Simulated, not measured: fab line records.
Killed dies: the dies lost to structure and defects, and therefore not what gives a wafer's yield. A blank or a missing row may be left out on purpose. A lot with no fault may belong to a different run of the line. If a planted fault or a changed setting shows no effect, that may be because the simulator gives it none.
Chamber matching    flow nandHarc    NHARC_A_STAIRCASE_DEP_151 on pecvd-02: 3 sister chambers
The step deposits SiO2, target thk 7200 nm. 3 wafers are shown with their chamber, then 7 later ones without.

WAFERS PAIRED WITH THEIR CHAMBERS
wafer   chamber  heaterPowerW (W)
L083.4  2        569
L088.4  1        657
L088.5  0        525

WAFERS WITHOUT THEIR CHAMBER
wafer   heaterPowerW (W)
L088.6  580
L092.2  615
L092.3  784
L092.4  524
L096.1  709
L096.5  598
L096.6  480

CHAMBER TAKEN BY EACH
wafer   from the rows above           in truth
L088.6  can't be placed: 2 or 0 or 1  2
L092.2  can't be placed: 1 or 2 or 0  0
L092.3  can't be placed: 1 or 2       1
L092.4  can't be placed: 0 or 2       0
L096.1  can't be placed: 1 or 2       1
L096.5  can't be placed: 2 or 1 or 0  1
L096.6  can't be placed: 0 or 2       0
Correct placement for 0 of the 7. From these rows, 7 cannot be placed; in 7 the true chamber is one of the candidates. Wrongly placed: 0.
How it was worked out, from the rows above alone: a wafer's distance from a chamber is the root of the sum, over the readings, of the square of ((its reading less the chamber's mean) divided by the reading's scatter). The wafer belongs to the nearest chamber; if the next one is less than 2 further off, it can't be placed. The mean given for a chamber averages the wafers shown for that chamber. The scatter (one wafer shown for each chamber): square how far every hidden wafer sits from the nearest shown wafer, average those squares and take the square root.
